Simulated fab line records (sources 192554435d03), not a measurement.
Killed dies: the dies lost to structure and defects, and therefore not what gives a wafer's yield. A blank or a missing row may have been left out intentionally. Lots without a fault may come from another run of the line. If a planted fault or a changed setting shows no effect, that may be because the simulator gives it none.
Chamber matching ; flow n5_finfet ; 4 sister chambers for N5_BEOL_M3_ALD_98 on ald_sin-01
The step deposits SiO2, target thk 2.5 nm, pulse time 1 s, co reactant pulse time 1 s. 4 wafers are shown with their chamber, then 11 later ones without.

== WAFERS PAIRED WITH THEIR CHAMBERS ==
wafer;chamber;heater_power_w (W)
L087.1;2;89
L091.4;1;83
L091.6;3;70
L090.2;0;93

== WAFERS WHOSE CHAMBER IS MISSING ==
wafer;heater_power_w (W)
L090.3;68
L090.5;83
L092.2;69
L092.4;70
L092.6;96
L096.2;84
L096.3;95
L096.5;85
L097.2;69
L097.4;94
L097.5;84

== WHICH CHAMBER EACH ONE RAN IN ==
wafer;from the rows above;in truth
L090.3;3;3
L090.5;1;1
L092.2;3;3
L092.4;3;3
L092.6;0;0
L096.2;1;1
L096.3;0;0
L096.5;can't be placed: 1 or 2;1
L097.2;3;3
L097.4;0;0
L097.5;1;1
Placed correctly: 10 of 11. Can't be placed from these rows: 1 (the true chamber is among the candidates in 1). Placed wrongly: 0.
How it was worked out, from the rows above alone: a wafer's distance from a chamber is the root of the sum, over the readings, of the square of ((its reading less the chamber's mean) divided by the reading's scatter). If the next closest chamber is less than 2 further off than the closest, the wafer can't be placed; otherwise it belongs to the closest. A chamber's mean is the mean of its shown wafers. The scatter: root of mean squared gap, hidden wafer to nearest shown wafer, with one shown wafer a chamber.
